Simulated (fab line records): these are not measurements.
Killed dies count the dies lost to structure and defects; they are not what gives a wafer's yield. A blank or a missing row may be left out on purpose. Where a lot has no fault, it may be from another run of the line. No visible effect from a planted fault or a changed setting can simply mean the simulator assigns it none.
Which tool did it?    flow n5Finfet    10 lots, 30 wafers sampled, at 7 steps of a route of 1938

## WHAT THE GAUGES SHOWED, per wafer
N5_BEOL_M3_RS_MEAS_58: a four-point-probe measurement. Usual: M3_RS typically reads 0.663 ohm/sq, with standard deviation 0.028.
lot   measured      on            M3_RS (ohm/sq)     flag
L592  day 7 10:29   filmMetro-02  0.676 0.641 0.630  
L593  day 7 20:10   filmMetro-01  0.677 0.633 0.664  
L595  day 8 05:01   filmMetro-02  0.651 0.634 0.692  
L601  day 9 14:29   filmMetro-02  0.683 0.704 0.633  
L604  day 10 05:08  filmMetro-01  0.648 0.636 0.625  
L605  day 10 13:56  filmMetro-02  0.675 0.675 0.606  
L607  day 11 21:32  filmMetro-02  0.666 0.633 0.651  
L608  day 11 21:48  filmMetro-01  0.696 0.684 0.656  
L612  day 12 22:47  filmMetro-01  0.669 0.684 0.650  
L613  day 13 05:25  filmMetro-02  0.669 0.668 0.630  

N5_BEOL_M3_INSPECT_59: inspects for defects (darkfield). Usual: 71 for rawDefectCount, sd 21.
lot   measured      on                rawDefectCount  flag
L592  day 7 10:31   defectInspect-02  82 82 81        
L593  day 7 20:11   defectInspect-01  70 55 53        
L595  day 8 05:02   defectInspect-01  62 82 70        
L601  day 9 14:31   defectInspect-02  40 62 56        
L604  day 10 05:10  defectInspect-02  678 602 612     OFF
L605  day 10 13:57  defectInspect-02  606 643 613     OFF
L607  day 11 21:34  defectInspect-02  604 688 672     OFF
L608  day 11 21:50  defectInspect-01  74 90 57        
L612  day 12 22:49  defectInspect-01  67 73 47        
L613  day 13 05:26  defectInspect-02  68 100 47       

N5_BEOL_M4_THK_MEAS_01. Usual: M4_ILD_THK typically reads 79.0 nm, with standard deviation 0.95.
lot   measured      on            M4_ILD_THK (nm)  flag
L592  day 7 10:37   filmMetro-01  78.7 79.6 79.9   
L593  day 7 20:18   filmMetro-01  79.0 79.2 79.0   
L595  day 8 05:09   filmMetro-01  78.8 79.5 79.6   
L601  day 9 14:37   filmMetro-02  78.3 77.8 77.9   
L604  day 10 05:17  filmMetro-01  79.2 79.4 80.2   
L605  day 10 14:05  filmMetro-01  79.1 79.7 79.5   
L607  day 11 21:40  filmMetro-02  79.1 80.0 80.1   
L608  day 11 21:56  filmMetro-01  78.3 77.9 80.1   
L612  day 12 22:55  filmMetro-02  78.5 78.7 79.0   
L613  day 13 05:33  filmMetro-01  79.1 77.9 80.5   

N5_BEOL_M4_INSPECT_13: inspects for defects (brightfield). Usual: 420 for rawDefectCount, sd 100.
lot   measured      on                rawDefectCount  flag
L592  day 7 11:43   defectInspect-01  379 417 331     
L593  day 7 21:18   defectInspect-02  369 322 320     
L595  day 8 06:47   defectInspect-01  332 322 389     
L601  day 9 15:50   defectInspect-02  530 549 345     
L604  day 10 06:23  defectInspect-02  1123 1017 978   OFF
L605  day 10 15:05  defectInspect-02  916 886 970     OFF
L607  day 11 23:22  defectInspect-02  1022 1170 949   OFF
L608  day 11 23:25  defectInspect-01  330 304 308     
L612  day 13 00:00  defectInspect-02  507 385 285     
L613  day 13 06:20  defectInspect-01  696 526 440     

N5_BEOL_M4_RC_MEAS_101. Usual: DIBL_N 35.7 mV/V, standard deviation 1.3; DIBL_P 36.0 mV/V, standard deviation 1.6; IOFF_N 0.154 nA/um, standard deviation 0.025; IOFF_P 0.21 nA/um, standard deviation 0.034; ION_N 675 uA/um, standard deviation 9.7; ION_P 465 uA/um, standard deviation 7.4; SS_N 71.3 mV/dec, standard deviation 0.55; SS_P 73.1 mV/dec, standard deviation 0.52; VT_N 250 mV, standard deviation 3; VT_P -249 mV, standard deviation 3.6.
lot   measured      on         DIBL_N (mV/V)   DIBL_P (mV/V)   IOFF_N (nA/um)     IOFF_P (nA/um)  ION_N (uA/um)  ION_P (uA/um)  SS_N (mV/dec)   SS_P (mV/dec)   VT_N (mV)    VT_P (mV)       flag
L592  day 7 23:34   prober-01  37.3 35.8 37.5  39.0 37.3 39.4  0.199 0.157 0.190  0.25 0.22 0.26  697 682 674    474 469 464    71.6 71.3 72.0  73.8 72.9 73.9  244 247 244  -248 -248 -248  
L593  day 8 07:26   prober-01  33.9 33.9 33.6  34.2 34.5 34.4  0.125 0.125 0.123  0.19 0.19 0.18  661 667 663    463 458 451    71.2 70.9 70.6  72.3 73.0 72.5  254 254 254  -249 -251 -253  
L595  day 8 17:07   prober-02  34.7 37.3 33.3  34.7 37.5 33.1  0.117 0.156 0.097  0.17 0.21 0.16  668 659 645    456 457 457    71.3 71.9 71.0  72.9 73.2 72.3  255 252 259  -254 -250 -254  
L601  day 10 02:07  prober-02  35.9 34.7 34.6  36.1 35.1 34.3  0.152 0.137 0.133  0.19 0.18 0.17  666 676 672    458 467 457    71.8 71.7 71.9  74.0 73.5 73.0  250 250 252  -253 -253 -257  
L604  day 10 20:22  prober-01  35.5 37.2 36.6  34.5 36.2 35.7  0.131 0.157 0.153  0.17 0.20 0.18  669 670 685    456 454 458    70.7 71.0 71.5  74.0 73.5 74.0  254 250 249  -256 -255 -255  
L605  day 11 00:29  prober-01  34.1 33.7 33.2  35.8 35.4 33.6  0.137 0.127 0.117  0.21 0.20 0.18  678 669 672    467 469 458    70.9 70.1 70.5  73.3 72.6 72.7  251 252 254  -251 -249 -254  
L607  day 12 06:13  prober-02  33.4 34.0 34.2  33.0 33.0 33.6  0.112 0.117 0.121  0.17 0.16 0.17  668 665 664    469 460 456    70.9 70.6 70.5  73.2 72.9 73.1  256 253 253  -252 -253 -255  
L608  day 12 06:58  prober-01  36.2 34.1 34.1  37.7 35.5 35.8  0.176 0.140 0.139  0.23 0.20 0.20  683 684 678    464 473 469    71.5 71.0 71.4  73.4 73.2 73.7  246 249 248  -247 -249 -247  
L612  day 13 06:55  prober-02  35.4 34.2 34.8  35.9 33.1 33.6  0.163 0.129 0.144  0.22 0.19 0.19  693 667 674    468 460 466    71.5 71.2 71.2  73.4 72.6 71.9  246 252 248  -249 -250 -250  
L613  day 13 18:19  prober-02  35.3 39.4 35.3  33.8 39.1 34.4  0.121 0.195 0.121  0.15 0.21 0.14  671 680 668    453 454 449    70.8 71.6 70.8  72.5 73.3 72.3  254 249 254  -256 -251 -262  

## TOOL THAT RAN EACH LOT (tool first, then ch and the chambers of the sampled wafers, then the start)
lot   N5_BEOL_M3_PRE_CLEAN_56          N5_BEOL_M3_DEP_57
L592  pecvd-02 ch 0, day 7 10:22       pecvd-02 ch 0, day 7 10:24
L593  pecvd-01 ch 1,2, day 7 20:05     pecvd-01 ch 1,2, day 7 20:06
L595  pecvd-01 ch 0,1,2, day 8 04:55   pecvd-01 ch 0,1,2, day 8 04:57
L601  pecvd-03 ch 0,1,2, day 9 14:24   pecvd-03 ch 0,1,2, day 9 14:26
L604  pecvd-03 ch 0,2, day 10 05:03    pecvd-03 ch 0,2, day 10 05:04
L605  pecvd-03 ch 0,1, day 10 13:50    pecvd-03 ch 0,1, day 10 13:52
L607  pecvd-03 ch 0,2, day 11 21:26    pecvd-03 ch 0,2, day 11 21:28
L608  pecvd-01 ch 1,2, day 11 21:43    pecvd-01 ch 1,2, day 11 21:44
L612  pecvd-01 ch 0,1,2, day 12 22:42  pecvd-01 ch 0,1,2, day 12 22:44
L613  pecvd-02 ch 0,1,2, day 13 05:20  pecvd-02 ch 0,1,2, day 13 05:21
- N5_BEOL_M3_PRE_CLEAN_56: time 15 s.
- N5_BEOL_M3_DEP_57: deposits SiCN from 3MS/NH3, target thk 8 nm, time 14 s.

## WHAT THE TOOLS THEMSELVES READ (means of the sampled wafers that have a number; where no wafer has one, the mark that the record gives instead)
N5_BEOL_M3_DEP_57. Usual: showerheadPlenumPTorr 3.656 Torr, standard deviation 0.016; throttleValvePct 9.0 %, standard deviation 0.5.
lot   tool      showerheadPlenumPTorr (Torr)  throttleValvePct (%)  flag
L592  pecvd-02  3.642                         9.4                   
L593  pecvd-01  3.667                         8.6                   
L595  pecvd-01  3.669                         8.9                   
L601  pecvd-03  3.641                         8.7                   
L604  pecvd-03  3.635                         8.9                   
L605  pecvd-03  3.637                         9.0                   
L607  pecvd-03  3.641                         8.7                   
L608  pecvd-01  3.660                         9.0                   
L612  pecvd-01  3.669                         9.1                   
L613  pecvd-02  3.656                         9.3                   

## THE ANSWER, worked out from the rows above alone
Rule: take the mean of a lot's wafers that have a number; if it is more than 3 standard deviations from the usual mean, the lot is off. Also off: a lot with no number at a reading for which 4 or more lots have one. Where the step has rows for the other lots, those lots are counted as sound. After the gauges, taken in route order, come the tools' own readings; for these a lot's mean is taken, as printed above. The first step at which some lot is off is used, and at that step the reading that is off furthest; a lot without a number counts as furthest.
Off, at N5_BEOL_M3_INSPECT_59 on rawDefectCount: L604, L605, L607.
If a tool, at a process step before that reading, ran all the lots that are off and no sound lot after the first of them, it fits. The gauges at N5_BEOL_M3_INSPECT_59 are tried like those tools. One fits: N5_BEOL_M3_PRE_CLEAN_56 and N5_BEOL_M3_DEP_57 on pecvd-03. At N5_BEOL_M3_PRE_CLEAN_56 its last sound lot is L601 (day 9 14:24), its first lot that is off L604 (day 10 05:03): a fault that began between those two fits.

## WHAT HAD BEEN PUT IN BY THE SIMULATOR
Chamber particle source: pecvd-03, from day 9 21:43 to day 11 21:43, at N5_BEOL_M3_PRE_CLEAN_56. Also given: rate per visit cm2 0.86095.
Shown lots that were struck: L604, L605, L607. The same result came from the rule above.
